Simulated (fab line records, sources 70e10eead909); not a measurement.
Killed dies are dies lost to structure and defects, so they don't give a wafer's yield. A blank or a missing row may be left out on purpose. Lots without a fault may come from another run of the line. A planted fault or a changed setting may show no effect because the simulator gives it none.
A struck lot beside a sound one | flow nand_harc | 15 steps out of a route of 1302
Sound: wafers L365.1, L365.4, L365.5. Struck: wafers L373.2, L373.3, L373.5. The cause comes at the end.
At each step with rows: each side's tool, then ch and its chambers, then its first start. Under that, the readings that differ: sound wafers | struck wafers | difference of the means | sigmas: that difference in standard deviations of wafers without a fault.
alike: readings whose means differ by less than 2 such deviations, and words and numbers that are the same on both sides. not compared: withheld readings, readings that some wafer has no value for, bounds like >300 that may hide the same value, and numbers for which the record gives no deviation and whose values overlap.
The two part at a step that has a row with sigmas, a row that says differs or no value, or rows on one side only. Numbers that don't overlap but have no deviation are shown without sigmas and don't part them. A reading that every wafer of one side lacks parts them only if that side has two wafers or more.

NHARC_P_GATE_CD_MEAS_46: target cd 720 nm.
  sound on cd_sem-02 ch 0, day 5 09:19; struck on cd_sem-02 ch 0, day 9 03:36
  alike: cd_nm
then, 1 step without rows for these wafers: NHARC_P_GATE_HARDBAKE_47 (time 80 s).
NHARC_P_GATE_DESCUM_48: chemistry O2, time 3 s.
  sound on rie_diel-09 ch 0,1,3, day 5 09:29; struck on rie_diel-09 ch 2,3, day 9 03:46
  alike: chamber_pressure_mTorr, drypump_motor_current_A, oes_product_au, rf_vpp_V, showerhead_plenum_p_Torr, throttle_valve_pct
  not compared: rf_hours_counter_h
then, 1 step without rows for these wafers: NHARC_P_GATE_IMPLANT_49.
NHARC_P_GATE_STRIP_111: strips in N2/H2, time 250 s.
  sound on plasma_asher-01 ch 0,1, day 5 09:53; struck on plasma_asher-02 ch 0,1, day 9 04:11
  alike: drypump_motor_current_A, heater_power_w
  not compared: rf_hours_counter_h
NHARC_P_GATE_STRIP_75: strips in O2.
  sound on plasma_asher-01 ch 0,1, day 5 10:08; struck on plasma_asher-02 ch 0,1, day 9 04:26
  alike: drypump_motor_current_A, heater_power_w
  not compared: rf_hours_counter_h
then, 6 steps without rows for these wafers: NHARC_P_GATE_STRIP_50 (strips in SPM, time 900 s); NHARC_P_GATE_DEHYDRATE_51 (time 120 s); NHARC_P_GATE_HMDS_52 (time 30 s); NHARC_P_GATE_COAT_53; NHARC_P_GATE_SOFTBAKE_54 (time 95 s); NHARC_P_GATE_EBR_55.
NHARC_P_GATE_EXPOSE_56: exposes mask P PSD, target cd 720 nm.
  sound on krf_scanner-01 ch 0, day 5 10:54; struck on krf_scanner-03 ch 0, day 9 05:12
  reading | sound                   | struck                           | difference | sigmas
  mask    | P_PSD#0 P_PSD#0 P_PSD#0 | P_PSD_R1#0 P_PSD_R1#0 P_PSD_R1#0 | differs    |
then, 1 step without rows for these wafers: NHARC_P_GATE_PEB_57 (peb time 85 s).
-- the record jumps here: 18 days lie between the struck wafers' starts before and after (it left off in module P_GATE and takes up again in module END, whose first step shown is number 1302 of the route) --
NHARC_END_SORT_01:
  sound on prober-02 ch 0, day 24 09:23; struck on prober-01 ch 0, day 27 17:04
  alike: killed_at_array, killed_at_other, killed_at_periphery, killed_dies, killed_open, killed_short

WHERE THEY PART
Only at NHARC_P_GATE_EXPOSE_56, within this record. Later steps at which nothing parts them and some readings are alike: NHARC_END_SORT_01.

WHY: what the simulator had put in
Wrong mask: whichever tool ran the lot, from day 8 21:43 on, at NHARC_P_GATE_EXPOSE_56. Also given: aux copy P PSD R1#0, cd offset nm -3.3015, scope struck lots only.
